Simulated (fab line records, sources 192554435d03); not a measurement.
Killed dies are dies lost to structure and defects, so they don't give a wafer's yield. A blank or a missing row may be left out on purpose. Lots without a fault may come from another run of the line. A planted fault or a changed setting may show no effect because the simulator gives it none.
fab line records | flow n5_finfet
record lots=24 wafers=72 last_day=18
route steps=1938 shown BEOL_M15@1804 MIM_TOP@1834
lots that met no fault: from a run of the same line without faults
start_h: hours from the record's first day to the start of the lot's first wafer shown | wait_h: hours since the lot's step before | " the same as in the row above | L1.1+2: a row that stands for several wafers | - no value, or no start given | * or withheld: withheld | < > ~ a bound
route shown NAME@n: a module of which the file shows steps, and the number in the route of the first | usual: mean/standard deviation of fault-free wafers | same: alike in all rows | chamber/n: place in a boat | sites: the reading at each site | _std_site: their standard deviation | _edge_site: outer sites' mean less inner sites' | radius_mm: how far each site lies from the wafer's centre | mask NAME#n: copy n | behind: the tool/chamber that last shaped the wafer | hold: why the lot was held/for how many hours/how that ended | device: the transistor (n, p or np) that didn't switch | end of line: the same wafers' tests at the end of the route | a step without rows: its recipe alone | killed: dies lost to structure and defects at the first sort, not the wafer's yield | map: a wafer's dies, x killed, . not, _ none there
set.NAME: the setting as run; set.NAME@STEP: as run at that earlier step | model.NAME: the simulator's own value behind a step, which no gauge read
steps of the route over a sample of lots; a table a step, a row a wafer
services: from which hour (start_h, from the record's first day; less than 0 if before it) a tool's chamber was out of use, for how many hours, and why
## steps
# step N5_BEOL_M15_CD_MEAS_28
# recipe target_cd_nm=407.6 landing_energy_ev=500 detector=se_inlens
# usual cd_nm=408.0/1.4
# columns lot.wafer tool chamber start_h wait_h cd_nm
L074.1 cd_sem-03 0 251.18 - 408.3
L074.4 " 0 " " 406.2
L074.5 " 0 " " 407.4
L075.2 cd_sem-03 0 254.46 - 407.1
L075.3 " 0 " " 406.8
L075.6 " 0 " " 406.9
L077.2 cd_sem-01 0 268.24 - 407.5
L077.3 " 0 " " 408.2
L077.5 " 0 " " 409.6
L076.2 cd_sem-02 0 271.62 - 408.0
L076.4 " 0 " " 407.3
L076.6 " 0 " " 408.1
L078.2 cd_sem-02 0 276.45 - 408.4
L078.3 " 0 " " 407.3
L078.4 " 0 " " 406.7
L081.3 cd_sem-02 0 289.40 - 407.3
L081.4 " 0 " " 407.6
L081.6 " 0 " " 407.1
L080.2 cd_sem-03 0 293.38 - 407.4
L080.3 " 0 " " 406.1
L080.4 " 0 " " 406.6
L079.1 cd_sem-01 0 299.87 - 409.4
L079.2 " 0 " " 410.0
L079.5 " 0 " " 409.3
L082.1 cd_sem-03 0 301.25 - 408.1
L082.5 " 0 " " 409.7
L082.6 " 0 " " 409.5
L083.2 cd_sem-03 0 301.91 - 406.2
L083.4 " 0 " " 404.8
L083.5 " 0 " " 406.2
L084.1 cd_sem-03 0 307.48 - 409.3
L084.5 " 0 " " 410.1
L084.6 " 0 " " 408.7
L086.1 cd_sem-03 0 322.81 - 406.5
L086.5 " 0 " " 407.5
L086.6 " 0 " " 406.9
L085.2 cd_sem-03 0 330.73 - 407.8
L085.3 " 0 " " 407.9
L085.4 " 0 " " 408.0
L089.1 cd_sem-02 0 331.21 - 406.4
L089.2 " 0 " " 406.0
L089.3 " 0 " " 406.5
L087.2 cd_sem-03 0 333.08 - 405.2
L087.4 " 0 " " 405.4
L087.6 " 0 " " 406.8
L088.1 cd_sem-02 0 334.82 - 407.9
L088.3 " 0 " " 407.0
L088.5 " 0 " " 406.8
L090.2 cd_sem-02 0 352.88 - 409.9
L090.3 " 0 " " 409.9
L090.4 " 0 " " 408.3
L091.2 cd_sem-02 0 353.28 - 408.3
L091.3 " 0 " " 408.6
L091.5 " 0 " " 408.8
L093.1 cd_sem-02 0 354.43 - 410.1
L093.2 " 0 " " 409.8
L093.5 " 0 " " 409.3
L092.2 cd_sem-02 0 361.11 - 408.7
L092.4 " 0 " " 409.5
L092.6 " 0 " " 408.5
L094.2 cd_sem-03 0 361.68 - 408.7
L094.3 " 0 " " 408.3
L094.4 " 0 " " 408.1
L095.1 cd_sem-03 0 391.48 - 408.9
L095.3 " 0 " " 408.4
L095.5 " 0 " " 408.0
L097.2 cd_sem-02 0 395.86 - 407.3
L097.3 " 0 " " 406.9
L097.5 " 0 " " 408.0
L096.1 cd_sem-03 0 396.53 - 409.2
L096.3 " 0 " " 409.7
L096.5 " 0 " " 410.1
# step N5_BEOL_M15_DESCUM_33
# recipe chemistry=O2 time_s=7.9 source_power_w=50 bias_power_w=20 pressure_mtorr=20 rf_frequency_hz=2.712e+07 temp_c=40 o2_flow_sccm=225
# usual chamber_pressure_mTorr=19.999/0.019 drypump_motor_current_A=5.4/0.43 oes_product_au=0.75/0.073 rf_vpp_V=242.7/1.6 showerhead_plenum_p_Torr=2.05/0.088 throttle_valve_pct=20.42/0.2
# columns lot.wafer tool chamber start_h wait_h chamber_pressure_mTorr drypump_motor_current_A oes_product_au rf_hours_counter_h rf_vpp_V showerhead_plenum_p_Torr throttle_valve_pct
L074.1 rie_diel-06 1 251.27 0.0 19.982 4.9 0.75 166 242.3 2.00 20.48
L074.4 " 2 " " 20.001 5.0 0.72 - 242.4 1.99 20.37
L074.5 " 1 " " 20.026 5.0 0.76 - 242.0 2.00 20.47
L075.2 rie_diel-06 1 255.27 0.8 19.985 4.9 0.75 168 240.4 2.00 20.46
L075.3 " 0 " " 19.984 5.5 0.71 180 243.8 2.07 20.73
L075.6 " 0 " " 20.023 5.5 0.72 - 243.1 2.07 20.72
L077.2 rie_diel-06 0 268.42 0.1 19.987 5.5 0.71 186 243.0 2.07 20.72
L077.3 " 1 " " 19.980 5.0 0.74 173 241.5 2.00 20.48
L077.5 " 0 " " 19.999 5.5 0.71 - 242.2 2.07 20.71
L076.2 rie_diel-06 3 271.71 0.0 19.992 5.6 1.00 0 244.9 2.24 20.02
L076.4 " 1 " " 19.956 5.0 0.75 174 242.3 2.00 20.48
L076.6 " 2 " " 19.982 5.0 0.72 - 241.0 1.99 20.36
L078.2 rie_diel-02 2 276.53 0.0 19.984 5.0 0.73 188 242.1 1.98 20.33
L078.3 " 1 " " 20.007 6.3 0.76 177 241.7 2.00 20.25
L078.4 " 0 " " 20.048 5.2 0.83 74 245.2 2.21 20.15
L081.3 rie_diel-01 1 289.49 0.0 19.999 4.7 0.68 229 242.7 2.15 20.69
L081.4 " 2 " " 20.030 6.3 0.70 195 243.8 2.08 20.38
L081.6 " 1 " " 20.002 4.7 0.68 - 244.3 2.15 20.69
L080.2 rie_diel-02 0 293.47 0.0 20.024 5.2 0.83 80 244.6 2.21 20.16
L080.3 " 2 " " 19.991 5.1 0.73 193 241.5 1.98 20.32
L080.4 " 0 " " 19.998 5.2 0.84 - 244.3 2.21 20.18
L079.1 rie_diel-06 0 300.15 0.2 20.012 5.5 0.70 194 241.8 2.07 20.72
L079.2 " 3 " " 20.003 5.6 0.95 8 246.0 2.24 20.03
L079.5 " 1 " " 19.983 4.9 0.73 - 242.1 2.00 20.51
L082.1 rie_diel-02 0 301.33 0.0 20.011 5.2 0.82 83 245.2 2.21 20.17
L082.5 " 2 " " 20.014 5.1 0.71 - 242.0 1.98 20.33
L082.6 " 1 " " 19.982 6.3 0.74 - 242.7 1.99 20.29
L083.2 rie_diel-06 2 302.00 0.0 20.028 5.0 0.71 195 242.7 1.98 20.40
L083.4 " 3 " " 20.020 5.6 0.95 8 243.9 2.24 20.05
L083.5 " 1 " " 19.986 4.9 0.74 - 242.0 2.00 20.50
L084.1 rie_diel-06 0 307.57 0.0 20.015 5.6 0.70 197 242.8 2.07 20.73
L084.5 " 1 " " 20.016 5.0 0.73 - 243.0 2.00 20.52
L084.6 " 0 " " 20.002 5.5 0.70 - 242.3 2.07 20.72
L086.1 rie_diel-06 3 323.05 0.2 20.017 5.6 0.92 14 243.7 2.23 20.07
L086.5 " 0 " " 19.977 5.5 0.69 - 244.1 2.07 20.75
L086.6 " 1 " " 20.012 4.9 0.73 - 242.4 1.99 20.51
L085.2 rie_diel-06 1 330.83 0.0 19.977 4.9 0.72 194 241.3 1.99 20.53
L085.3 " 0 " " 19.973 5.6 0.69 205 242.9 2.06 20.76
L085.4 " 2 " " 19.989 5.0 0.70 203 242.0 1.98 20.41
L089.1 rie_diel-01 2 331.46 0.2 19.997 6.3 0.69 208 243.6 2.08 20.39
L089.2 " 0 " " 19.995 5.4 0.73 160 240.2 1.92 20.30
L089.3 " 3 " " 20.040 5.7 0.94 19 242.8 2.05 20.07
L087.2 rie_diel-02 3 333.28 0.1 19.993 5.9 0.73 185 242.0 2.08 20.45
L087.4 " 0 " " 20.043 5.3 0.82 93 243.1 2.21 20.19
L087.6 " 2 " " 20.014 5.1 0.71 - 241.6 1.98 20.34
L088.1 rie_diel-02 3 334.93 0.1 20.028 5.9 0.73 186 243.1 2.08 20.45
L088.3 " 1 " " 19.970 6.3 0.74 196 241.1 1.99 20.28
L088.5 " 0 " " 19.993 5.3 0.81 - 244.4 2.21 20.18
L090.2 rie_diel-06 1 352.97 0.0 19.990 5.0 0.72 201 241.2 1.99 20.51
L090.3 " 3 " " 20.002 5.6 0.92 23 244.2 2.23 20.06
L090.4 " 0 " " 19.998 5.5 0.69 212 243.0 2.06 20.76
L091.2 rie_diel-02 0 353.37 0.0 19.987 5.2 0.80 101 245.5 2.20 20.21
L091.3 " 1 " " 19.984 6.3 0.73 203 241.3 1.99 20.31
L091.5 " 0 " " 19.985 5.2 0.80 - 246.0 2.20 20.20
L093.1 rie_diel-06 2 354.52 0.0 20.030 5.0 0.70 211 240.6 1.98 20.42
L093.2 " 3 " " 19.992 5.6 0.91 23 246.2 2.23 20.05
L093.5 " 2 " " 20.050 5.0 0.71 - 241.1 1.98 20.41
L092.2 rie_diel-06 2 361.20 0.0 20.013 5.0 0.71 212 240.6 1.98 20.40
L092.4 " 0 " " 19.975 5.6 0.69 213 242.8 2.06 20.78
L092.6 " 0 " " 20.053 5.5 0.69 - 244.4 2.06 20.76
L094.2 rie_diel-06 1 362.06 0.3 20.007 4.9 0.72 204 241.3 1.99 20.51
L094.3 " 2 " " 20.003 5.0 0.71 212 241.6 1.98 20.41
L094.4 " 3 " " 20.017 5.6 0.92 25 245.6 2.23 20.07
L095.1 rie_diel-02 0 391.58 0.0 19.987 5.3 0.80 111 244.3 2.20 20.24
L095.3 " 3 " " 19.993 5.9 0.72 202 244.6 2.08 20.48
L095.5 " 2 " " 20.000 5.1 0.70 - 242.1 1.97 20.38
L097.2 rie_diel-02 3 395.95 0.0 20.018 5.8 0.71 204 243.4 2.08 20.47
L097.3 " 1 " " 20.005 6.3 0.72 214 242.4 1.98 20.33
L097.5 " 2 " " 19.992 5.1 0.71 - 242.5 1.97 20.37
L096.1 rie_diel-06 1 396.62 0.0 19.977 4.9 0.72 212 241.9 1.99 20.54
L096.3 " 3 " " 20.037 5.6 0.90 33 246.4 2.23 20.08
L096.5 " 3 " " 19.992 5.6 0.89 - 246.4 2.23 20.07
# step N5_BEOL_M15_ETCH_38
# recipe chemistry=CF4/N2 target=SiCN target_depth_a=1064 taper_deg=2 time_s=120.5 ion_energy_ev=150 mask_material=SiO2 pressure_mtorr=40 source_w=430 bias_w=70 Ar_flow_sccm=100 cf4_flow_sccm=60 n2_flow_sccm=60
# usual cf4_flow_sccm=59.99/0.18 chamber_pressure_mTorr=40.00/0.04 drypump_motor_current_A=5.5/0.54 oes_product_au=0.77/0.1 rf_vpp_V=381.4/2.2 showerhead_plenum_p_Torr=2.17/0.086 throttle_valve_pct=15.42/0.23
# columns lot.wafer tool chamber start_h wait_h cf4_flow_sccm chamber_pressure_mTorr drypump_motor_current_A oes_product_au rf_hours_counter_h rf_vpp_V showerhead_plenum_p_Torr throttle_valve_pct
L074.1 rie_diel-06 1 - - 59.95 39.90 4.9 0.76 168 380.1 2.12 15.53
L074.4 " 0 " " 60.01 40.05 5.5 0.70 - 383.7 2.20 15.78
L074.5 " 1 " " 59.99 39.96 5.0 0.76 - 380.9 2.12 15.53
L075.2 rie_diel-02 1 - - 60.16 39.98 6.3 0.76 172 378.8 2.11 15.30
L075.3 " 2 " " 59.85 40.00 5.1 0.73 183 379.4 2.11 15.44
L075.6 " 3 " " 60.10 39.89 5.8 0.76 - 383.4 2.21 15.44
L077.2 rie_diel-01 3 - - 60.05 40.03 5.8 1.01 2 379.5 2.18 15.10
L077.3 " 0 " " 59.94 40.02 5.4 0.77 139 379.3 2.04 15.29
L077.5 " 0 " " 59.95 40.01 5.4 0.76 - 379.0 2.04 15.29
L076.2 rie_diel-01 0 - - 60.03 40.04 5.4 0.76 140 379.5 2.04 15.29
L076.4 " 1 " " 60.32 40.02 4.7 0.68 223 384.9 2.27 15.77
L076.6 " 2 " " 59.77 40.02 6.3 0.70 - 381.1 2.18 15.34
L078.2 rie_diel-06 2 - - 59.73 40.03 5.0 0.72 187 379.2 2.11 15.54
L078.3 " 3 " " 59.75 40.00 5.6 0.99 1 384.6 2.35 14.96
L078.4 " 0 " " 60.25 40.02 5.5 0.70 188 380.7 2.20 15.81
L081.3 rie_diel-01 3 - - 59.73 40.01 5.8 0.98 6 380.9 2.18 15.11
L081.4 " 1 " " 60.17 40.01 4.7 0.68 230 386.2 2.27 15.78
L081.6 " 2 " " 59.80 39.95 6.3 0.70 - 382.0 2.18 15.37
L080.2 rie_diel-01 3 - - 59.90 39.96 5.8 0.98 7 380.2 2.18 15.11
L080.3 " 0 " " 60.01 39.96 5.4 0.77 148 377.7 2.04 15.31
L080.4 " 2 " " 59.87 40.02 6.3 0.69 196 381.4 2.18 15.39
L079.1 rie_diel-06 0 - - 59.82 40.07 5.5 0.70 195 382.3 2.19 15.82
L079.2 " 2 " " 59.73 39.95 5.0 0.72 194 379.4 2.11 15.56
L079.5 " 2 " " 60.09 40.02 5.0 0.72 - 381.4 2.11 15.53
L082.1 rie_diel-01 3 - - 59.88 40.01 5.8 0.97 9 379.4 2.18 15.12
L082.5 " 0 " " 59.91 39.96 5.4 0.75 - 378.4 2.04 15.29
L082.6 " 1 " " 60.05 40.01 4.7 0.68 - 382.7 2.27 15.79
L083.2 rie_diel-01 3 - - 60.17 40.03 5.8 0.97 10 381.1 2.18 15.11
L083.4 " 1 " " 60.30 40.03 4.7 0.67 234 383.3 2.27 15.78
L083.5 " 3 " " 59.76 39.99 5.7 0.97 - 381.9 2.18 15.10
L084.1 rie_diel-06 0 - - 60.06 39.99 5.5 0.69 198 382.2 2.19 15.84
L084.5 " 1 " " 59.91 39.99 5.0 0.74 - 380.6 2.11 15.57
L084.6 " 2 " " 60.10 40.06 5.0 0.71 - 381.1 2.11 15.53
L086.1 rie_diel-01 1 - - 60.03 39.95 4.7 0.68 240 383.6 2.27 15.80
L086.5 " 1 " " 59.78 40.03 4.7 0.67 - 382.5 2.27 15.83
L086.6 " 2 " " 59.82 39.92 6.3 0.69 - 380.6 2.18 15.39
L089.1 rie_diel-01 0 - - 60.22 40.01 5.4 0.75 160 378.3 2.03 15.32
L089.2 " 3 " " 60.08 40.00 5.8 0.94 19 380.0 2.17 15.14
L089.3 " 1 " " 60.00 40.08 4.7 0.68 243 383.3 2.27 15.79
L085.2 rie_diel-06 1 - - 60.04 39.97 4.9 0.74 196 379.9 2.11 15.58
L085.3 " 0 " " 59.73 40.07 5.5 0.69 206 381.4 2.19 15.83
L085.4 " 2 " " 59.88 40.02 5.0 0.71 205 379.2 2.11 15.56
L087.2 rie_diel-01 2 - - 60.33 40.02 6.4 0.68 210 381.9 2.18 15.42
L087.4 " 0 " " 60.24 39.94 5.4 0.74 161 377.5 2.03 15.33
L087.6 " 2 " " 60.35 40.00 6.3 0.68 - 382.8 2.18 15.40
L088.1 rie_diel-06 1 - - 60.19 40.05 4.9 0.73 197 380.1 2.11 15.60
L088.3 " 0 " " 59.85 40.03 5.5 0.69 207 382.6 2.19 15.84
L088.5 " 3 " " 60.37 39.91 5.6 0.93 - 385.2 2.34 15.04
L091.2 rie_diel-02 0 - - 59.86 40.04 5.2 0.79 102 383.7 2.31 15.19
L091.3 " 2 " " 60.07 39.96 5.1 0.70 213 379.4 2.10 15.48
L091.5 " 1 " " 59.75 39.97 6.3 0.74 - 380.2 2.10 15.37
L090.2 rie_diel-06 0 - - 60.18 39.92 5.5 0.69 212 380.0 2.19 15.86
L090.3 " 2 " " 59.91 39.99 5.0 0.70 211 379.5 2.11 15.56
L090.4 " 3 " " 60.08 39.99 5.5 0.91 23 386.5 2.34 15.04
L093.1 rie_diel-02 1 - - 60.32 40.04 6.3 0.74 204 381.6 2.10 15.36
L093.2 " 3 " " 60.13 40.05 5.9 0.74 193 383.1 2.20 15.50
L093.5 " 3 " " 60.24 39.98 5.8 0.74 - 383.5 2.20 15.51
L092.2 rie_diel-01 2 - - 60.08 40.00 6.3 0.68 217 381.6 2.18 15.43
L092.4 " 0 " " 60.10 40.02 5.4 0.74 - 376.9 2.03 15.35
L092.6 " 3 " " 60.05 39.94 5.7 0.93 - 382.0 2.17 15.15
L094.2 rie_diel-01 3 - - 59.85 40.00 5.7 0.92 28 381.6 2.17 15.14
L094.3 " 2 " " 60.23 40.06 6.3 0.68 217 382.1 2.18 15.41
L094.4 " 0 " " 60.02 40.01 5.4 0.74 - 379.1 2.03 15.36
L095.1 rie_diel-02 3 - - 59.97 40.00 5.9 0.73 203 380.0 2.19 15.52
L095.3 " 1 " " 59.91 40.00 6.3 0.72 213 381.3 2.09 15.38
L095.5 " 3 " " 59.91 39.97 5.8 0.72 - 379.9 2.19 15.53
L097.2 rie_diel-01 2 - - 60.23 39.95 6.3 0.67 231 382.1 2.17 15.46
L097.3 " 1 " " 59.65 40.02 4.7 0.98 7 383.2 2.26 15.31
L097.5 " 1 " " 60.00 39.98 4.7 0.97 - 383.9 2.26 15.33
L096.1 rie_diel-01 1 - - 59.93 39.98 4.6 0.97 8 382.8 2.26 15.30
L096.3 " 0 " " 59.76 40.02 5.4 0.73 182 375.7 2.03 15.38
L096.5 " 0 " " 59.86 39.97 5.4 0.73 - 379.1 2.03 15.39
# step N5_BEOL_M15_RS_MEAS_54
# recipe thk_meas_gauge=four-point-probe reads=Cu_of_BEOL_M15_ECD_47+Ta_of_BEOL_M15_SPUTTER_44+TaN_of_BEOL_M15_SPUTTER_43
# usual M15_RS=0.02173/0.00025
# columns lot.wafer tool chamber start_h wait_h M15_RS[ohm/sq]
L074.1 film_metro-01 - 256.78 0.0 0.02147
L074.4 " - " " 0.02161
L074.5 " - " " 0.02155
L075.2 film_metro-02 - 257.40 0.1 0.02195
L075.3 " - " " 0.02236
L075.6 " - " " 0.02205
L077.2 film_metro-02 - 271.95 0.1 0.02203
L077.3 " - " " 0.02189
L077.5 " - " " 0.02206
L076.2 film_metro-02 - 275.86 0.1 0.02142
L076.4 " - " " 0.02131
L076.6 " - " " 0.0213
L078.2 film_metro-02 - 278.95 0.1 0.02169
L078.3 " - " " 0.02168
L078.4 " - " " 0.02146
L081.3 film_metro-02 - 293.43 0.1 0.02189
L081.4 " - " " 0.02185
L081.6 " - " " 0.02154
L080.2 film_metro-01 - 297.06 0.1 0.02131
L080.3 " - " " 0.02171
L080.4 " - " " 0.02139
L079.1 film_metro-01 - 303.88 0.0 0.02207
L079.2 " - " " 0.02136
L079.5 " - " " 0.02164
L082.1 film_metro-02 - 304.92 0.0 0.02165
L082.5 " - " " 0.02194
L082.6 " - " " 0.02171
L083.2 film_metro-02 - 306.59 0.1 0.02167
L083.4 " - " " 0.02137
L083.5 " - " " 0.02185
L084.1 film_metro-01 - 311.19 0.0 0.022
L084.5 " - " " 0.0216
L084.6 " - " " 0.02188
L086.1 film_metro-02 - 328.20 0.0 0.02154
L086.5 " - " " 0.02219
L086.6 " - " " 0.02192
L089.1 film_metro-02 - 335.26 0.0 0.02192
L089.2 " - " " 0.02172
L089.3 " - " " 0.02104
L085.2 film_metro-01 - 336.16 0.1 0.0217
L085.3 " - " " 0.02194
L085.4 " - " " 0.02162
L087.2 film_metro-01 - 336.45 0.1 0.02206
L087.4 " - " " 0.02189
L087.6 " - " " 0.0221
L088.1 film_metro-01 - 339.31 0.0 0.02204
L088.3 " - " " 0.02186
L088.5 " - " " 0.02193
L091.2 film_metro-02 - 357.95 0.1 0.02151
L091.3 " - " " 0.02178
L091.5 " - " " 0.02142
L090.2 film_metro-02 - 358.08 0.1 0.02153
L090.3 " - " " 0.02137
L090.4 " - " " 0.02184
L093.1 film_metro-02 - 358.34 0.0 0.02158
L093.2 " - " " 0.0212
L093.5 " - " " 0.02169
L092.2 film_metro-01 - 363.95 0.1 0.02179
L092.4 " - " " 0.02195
L092.6 " - " " 0.02198
L094.2 film_metro-01 - 364.51 0.1 0.02162
L094.3 " - " " 0.02178
L094.4 " - " " 0.02131
L095.1 film_metro-02 - 395.53 0.1 0.0214
L095.3 " - " " 0.02161
L095.5 " - " " 0.02161
L097.2 film_metro-02 - 411.21 0.1 0.02208
L097.3 " - " " 0.02216
L097.5 " - " " 0.02227
L096.1 film_metro-02 - 411.74 0.1 0.02185
L096.3 " - " " 0.02133
L096.5 " - " " 0.02129
# step N5_BEOL_M15_INSPECT_55
# recipe inspect_instrument=darkfield mode=post_dep
# usual raw_defect_count=64/19
# columns lot.wafer tool chamber start_h wait_h raw_defect_count
L074.1 defect_inspect-02 - 256.81 0.0 53
L074.4 " - " " 66
L074.5 " - " " 40
L075.2 defect_inspect-01 - 257.43 0.0 60
L075.3 " - " " 99
L075.6 " - " " 39
L077.2 defect_inspect-01 - 271.98 0.0 68
L077.3 " - " " 34
L077.5 " - " " 44
L076.2 defect_inspect-01 - 275.89 0.0 85
L076.4 " - " " 69
L076.6 " - " " 74
L078.2 defect_inspect-02 - 278.98 0.0 76
L078.3 " - " " 48
L078.4 " - " " 102
L081.3 defect_inspect-01 - 293.45 0.0 72
L081.4 " - " " 61
L081.6 " - " " 56
L080.2 defect_inspect-02 - 297.09 0.0 103
L080.3 " - " " 112
L080.4 " - " " 58
L079.1 defect_inspect-02 - 303.91 0.0 84
L079.2 " - " " 63
L079.5 " - " " 54
L082.1 defect_inspect-01 - 304.95 0.0 65
L082.5 " - " " 62
L082.6 " - " " 49
L083.2 defect_inspect-01 - 306.61 0.0 43
L083.4 " - " " 74
L083.5 " - " " 49
L084.1 defect_inspect-02 - 311.22 0.0 56
L084.5 " - " " 83
L084.6 " - " " 43
L086.1 defect_inspect-02 - 328.22 0.0 90
L086.5 " - " " 69
L086.6 " - " " 76
L089.1 defect_inspect-01 - 335.29 0.0 82
L089.2 " - " " 112
L089.3 " - " " 50
L085.2 defect_inspect-01 - 336.19 0.0 57
L085.3 " - " " 48
L085.4 " - " " 45
L087.2 defect_inspect-01 - 336.47 0.0 31
L087.4 " - " " 50
L087.6 " - " " 63
L088.1 defect_inspect-02 - 339.34 0.0 37
L088.3 " - " " 45
L088.5 " - " " 62
L091.2 defect_inspect-01 - 358.11 0.2 62
L091.3 " - " " 60
L091.5 " - " " 41
L090.2 defect_inspect-01 - 358.12 0.0 37
L090.3 " - " " 70
L090.4 " - " " 85
L093.1 defect_inspect-01 - 358.37 0.0 74
L093.2 " - " " 55
L093.5 " - " " 58
L092.2 defect_inspect-01 - 363.97 0.0 39
L092.4 " - " " 48
L092.6 " - " " 52
L094.2 defect_inspect-02 - 364.53 0.0 62
L094.3 " - " " 56
L094.4 " - " " 39
L095.1 defect_inspect-02 - 395.55 0.0 44
L095.3 " - " " 106
L095.5 " - " " 82
L097.2 defect_inspect-02 - 411.24 0.0 80
L097.3 " - " " 48
L097.5 " - " " 87
L096.1 defect_inspect-01 - 411.76 0.0 54
L096.3 " - " " 49
L096.5 " - " " 53
# step N5_MIM_TOP_ALD_00
# recipe material=Al2O3 target_thk_a=* temp_c=withheld ald_precursor_family=TMA ald_co_reactant=O3 pulse_time_s=withheld purge_time_s=3 co_reactant_purge_time_s=withheld co_reactant_pulse_time_s=3 ald_cycles=withheld
# usual precursor_pulse_height_rel=1.000/0.021
# columns lot.wafer tool chamber start_h wait_h precursor_pulse_height_rel
L074.1 ald_hk-01 3 260.16 0.1 0.989
L074.4 " 0 " " 0.992
L074.5 " 2 " " 0.998
L075.2 ald_hk-02 2 260.28 0.1 0.951
L075.3 " 1 " " 0.982
L075.6 " 3 " " 1.019
L077.2 ald_hk-03 1 275.21 0.1 0.972
L077.3 " 0 " " 1.012
L077.5 " 0 " " 0.967
L076.2 ald_hk-01 1 277.14 0.1 0.965
L076.4 " 0 " " 1.000
L076.6 " 3 " " 1.007
L078.2 ald_hk-03 2 281.12 0.1 0.989
L078.3 " 1 " " 0.998
L078.4 " 3 " " 0.985
L081.3 ald_hk-03 3 295.52 0.1 1.024
L081.4 " 0 " " 1.017
L081.6 " 1 " " 1.028
L080.2 ald_hk-03 2 298.72 0.1 0.976
L080.3 " 3 " " 1.017
L080.4 " 0 " " 0.973
L079.1 ald_hk-03 3 305.72 0.1 1.036
L079.2 " 2 " " 0.985
L079.5 " 1 " " 1.015
L082.1 ald_hk-01 1 306.66 0.1 1.039
L082.5 " 0 " " 0.992
L082.6 " 3 " " 0.989
L083.2 ald_hk-02 1 309.25 0.1 0.981
L083.4 " 3 " " 0.985
L083.5 " 0 " " 1.049
L084.1 ald_hk-02 3 313.34 0.1 0.983
L084.5 " 3 " " 0.983
L084.6 " 2 " " 1.022
L086.1 ald_hk-02 1 329.60 0.1 1.012
L086.5 " 3 " " 0.989
L086.6 " 2 " " 0.999
L089.1 ald_hk-03 1 337.65 0.1 0.974
L089.2 " 3 " " 1.000
L089.3 " 0 " " 0.996
L085.2 ald_hk-01 2 337.77 0.1 1.030
L085.3 " 1 " " 1.032
L085.4 " 3 " " 0.987
L087.2 ald_hk-02 1 338.23 0.1 1.008
L087.4 " 2 " " 1.011
L087.6 " 2 " " 1.009
L088.1 ald_hk-02 2 341.33 0.1 1.012
L088.3 " 3 " " 0.982
L088.5 " 1 " " 1.006
L091.2 ald_hk-03 0 359.60 0.1 0.997
L091.3 " 1 " " 0.983
L091.5 " 1 " " 0.988
L090.2 ald_hk-01 3 359.73 0.1 0.988
L090.3 " 2 " " 0.999
L090.4 " 0 " " 0.968
L093.1 ald_hk-02 0 362.09 0.1 0.987
L093.2 " 3 " " 1.029
L093.5 " 2 " " 1.016
L092.2 ald_hk-02 2 368.73 0.1 0.976
L092.4 " 0 " " 0.990
L092.6 " 0 " " 0.966
L094.2 ald_hk-03 2 369.01 0.2 1.007
L094.3 " 3 " " 0.942
L094.4 " 1 " " 1.012
L095.1 ald_hk-01 2 397.31 0.1 0.995
L095.3 " 1 " " 1.014
L095.5 " 2 " " 1.005
L097.2 ald_hk-01 2 412.60 0.1 0.987
L097.3 " 0 " " 1.021
L097.5 " 0 " " 0.997
L096.1 ald_hk-02 0 414.99 0.1 1.000
L096.3 " 3 " " 0.988
L096.5 " 1 " " 1.008
## services
# columns tool chamber start_h hours kind
rie_diel-01 2 235.65 2.4 repair
rie_diel-01 3 236.99 5.4 repair
rie_diel-01 3 242.70 - clean
rie_diel-01 3 242.70 - consumable_replace:esc
rie_diel-01 3 242.70 - consumable_replace:focus_ring
rie_diel-01 3 242.70 18.6 scheduled_down
rie_diel-01 3 242.70 18.6 vent_cycle
rie_diel-06 3 247.21 - clean
rie_diel-06 3 247.21 - consumable_replace:focus_ring
rie_diel-06 3 247.21 - consumable_replace:showerhead
rie_diel-06 3 247.21 23.3 scheduled_down
rie_diel-06 3 247.21 23.3 vent_cycle
rie_diel-01 0 277.94 1.8 repair
rie_diel-01 3 279.67 7.2 repair
rie_diel-02 3 292.71 8.2 repair
rie_diel-02 2 316.58 4.0 repair
rie_diel-01 1 360.02 - clean
rie_diel-01 1 360.02 - consumable_replace:focus_ring
rie_diel-01 1 360.02 20.2 scheduled_down
ald_hk-01 - 366.79 8.7 pm
ald_hk-03 - 378.17 1.3 repair
ald_hk-03 - 403.88 2.8 pm
ald_hk-02 - 405.99 6.0 pm
rie_diel-01 3 408.00 9.3 repair
## key
fault none
